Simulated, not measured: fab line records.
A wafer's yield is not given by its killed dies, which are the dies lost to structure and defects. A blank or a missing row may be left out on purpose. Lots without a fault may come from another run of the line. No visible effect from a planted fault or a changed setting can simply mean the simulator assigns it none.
Chamber matching | flow nand_harc | NHARC_THIN_TSV_ETCHBACK_48 on rie_diel-04 has 4 sister chambers
The step etches the open film in C4F8/Ar, target depth 1028.5 nm, time 405.17 s. 8 wafers are shown with their chamber, then 7 later ones without.

WAFERS, EACH WITH ITS CHAMBER
wafer  | chamber | rf_vpp_V (V) | oes_product_au (a.u.)
L546.1 | 2       | 552          | 0.932
L552.6 | 1       | 546          | 0.912
L556.1 | 1       | 546          | 0.978
L556.5 | 2       | 551          | 0.968
L557.5 | 0       | 547          | 0.935
L557.6 | 3       | 541          | 0.938
L559.3 | 0       | 546          | 0.917
L559.4 | 3       | 541          | 0.931

WAFERS WHOSE CHAMBER IS MISSING
wafer  | rf_vpp_V (V) | oes_product_au (a.u.)
L559.5 | 547          | 0.922
L560.1 | 547          | 0.924
L560.3 | 552          | 0.925
L560.5 | 547          | 0.920
L561.2 | 547          | 0.928
L561.4 | 551          | 0.922
L561.6 | 546          | 0.944

WHICH CHAMBER EACH ONE RAN IN
wafer  | from the rows above     | in truth
L559.5 | can't be placed: 0 or 1 | 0
L560.1 | can't be placed: 0 or 1 | 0
L560.3 | 2                       | 2
L560.5 | can't be placed: 0 or 1 | 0
L561.2 | can't be placed: 0 or 1 | 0
L561.4 | 2                       | 2
L561.6 | can't be placed: 1 or 0 | 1
Correctly placed: 2 of 7. Not placeable from these rows: 5 (in 5, the candidates include the true chamber). 0 placed wrongly.
How it was worked out, from the rows above alone: a wafer's distance from a chamber is the root of the sum, over the readings, of the square of ((its reading less the chamber's mean) divided by the reading's scatter). If the next closest chamber is less than 2 further off than the closest, the wafer can't be placed; otherwise it belongs to the closest. Each chamber's mean is taken over the wafers shown for it. The scatter is the square root of a quotient: the sum, over the shown wafers, of each reading's squared deviation from its chamber's mean, divided by wafers minus chambers.
